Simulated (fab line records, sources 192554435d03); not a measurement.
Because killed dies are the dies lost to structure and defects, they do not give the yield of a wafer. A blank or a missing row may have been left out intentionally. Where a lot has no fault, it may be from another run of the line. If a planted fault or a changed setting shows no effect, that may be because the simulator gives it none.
The same fault as seen by 3 desks / flow n5Finfet / each desk holds nothing but its own numbers, with what lay behind them at the end

== DESK OF THE TOOL OWNER: lithoTrack-02 ==
The tool's own readings at N5_BEOL_M15_COAT_58 (time 60 s, resist thk 89 nm): means of the sampled wafers that have a number, for each lot that ran on this tool. If a lot's mean is further than 4 standard deviations from the usual mean, the lot is out of limits and carries the mark OUT (the distance appears in the brackets).
Columns: A = spinSpeedRpm at N5_BEOL_M15_COAT_58, usual 1500.0 rpm
lot=L486; first seen here=day 12 01:15; A=1499.2
lot=L489; first seen here=day 12 15:28; A=1499.7
lot=L493; first seen here=day 14 02:46; A=1499.9
lot=L498; first seen here=day 15 15:39; A=1601.8 (+99 or more) OUT
lot=L500; first seen here=day 15 19:14; A=1602.6 (+99 or more) OUT
This desk's finding: out of limits on L498, L500; first on L498, day 15 15:39 (spinSpeedRpm at N5_BEOL_M15_COAT_58). L486, L489, L493 stayed within limits.

== THE METROLOGY DESK ==
Lot by lot, what the gauges showed, no matter which tool ran the lot: averages of those sampled wafers that carry a number. If a lot's mean is further than 4 standard deviations from the usual mean, the lot is out of limits and carries the mark OUT (the distance appears in the brackets).
Columns: A = trenchDepthNm at N5_BEOL_M14_OCD_MEAS_35, usual 555 nm
lot=L487; first seen here=day 11 16:20; A=557
lot=L485; first seen here=day 11 16:28; A=545
lot=L486; first seen here=day 11 18:05; A=554
lot=L489; first seen here=day 12 12:23; A=546
lot=L490; first seen here=day 12 23:43; A=553
lot=L491; first seen here=day 13 16:55; A=553
lot=L493; first seen here=day 13 21:15; A=579
lot=L495; first seen here=day 14 17:27; A=552
lot=L497; first seen here=day 15 06:03; A=544
lot=L498; first seen here=day 15 12:09; A=561
lot=L500; first seen here=day 15 15:17; A=560
lot=L505; first seen here=day 16 18:46; A=541
Result from this desk: across the 12 lots, nothing is out of limits.

== THE DEFECT DESK ==
Inspection counts along the route, by lot: the mean over sampled wafers that carry a number. If a lot's mean is further than 4 standard deviations from the usual mean, the lot is out of limits and carries the mark OUT (the distance appears in the brackets).
Columns: A = rawDefectCount at N5_BEOL_M14_INSPECT_30, usual 2.2
lot=L487; first seen here=day 11 15:35; A=1.7
lot=L485; first seen here=day 11 15:49; A=2.3
lot=L486; first seen here=day 11 17:26; A=2.0
lot=L489; first seen here=day 12 11:45; A=1.7
lot=L490; first seen here=day 12 23:04; A=2.0
lot=L491; first seen here=day 13 16:17; A=2.0
lot=L493; first seen here=day 13 20:24; A=3.0
lot=L495; first seen here=day 14 16:23; A=1.0
lot=L497; first seen here=day 15 05:24; A=1.7
lot=L498; first seen here=day 15 11:31; A=3.0
lot=L500; first seen here=day 15 14:35; A=2.3
lot=L505; first seen here=day 16 18:07; A=2.7
Result from this desk: across the 12 lots, nothing is out of limits.

== ALL TOGETHER ==
The tool owner's desk could have raised an alarm at day 15 15:39, on L498, L500.
The metrology desk saw nothing out of limits.
Nothing the defect desk looked at was out of limits.
The metrology desk holds a record of L498, L500, inside its limits.
The defect desk has L498, L500 on record, within its limits.
All the named lots went through N5_BEOL_M15_COAT_58 on lithoTrack-02.

== WHAT THE SIMULATOR PUT IN ==
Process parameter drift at N5_BEOL_M15_COAT_58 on lithoTrack-02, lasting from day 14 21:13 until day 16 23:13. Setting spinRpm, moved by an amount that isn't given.
Shown lots that were struck: L498, L500.
How many hours passed from the start of the fault until each desk's first out-of-limits reading: the tool owner's desk, 18.
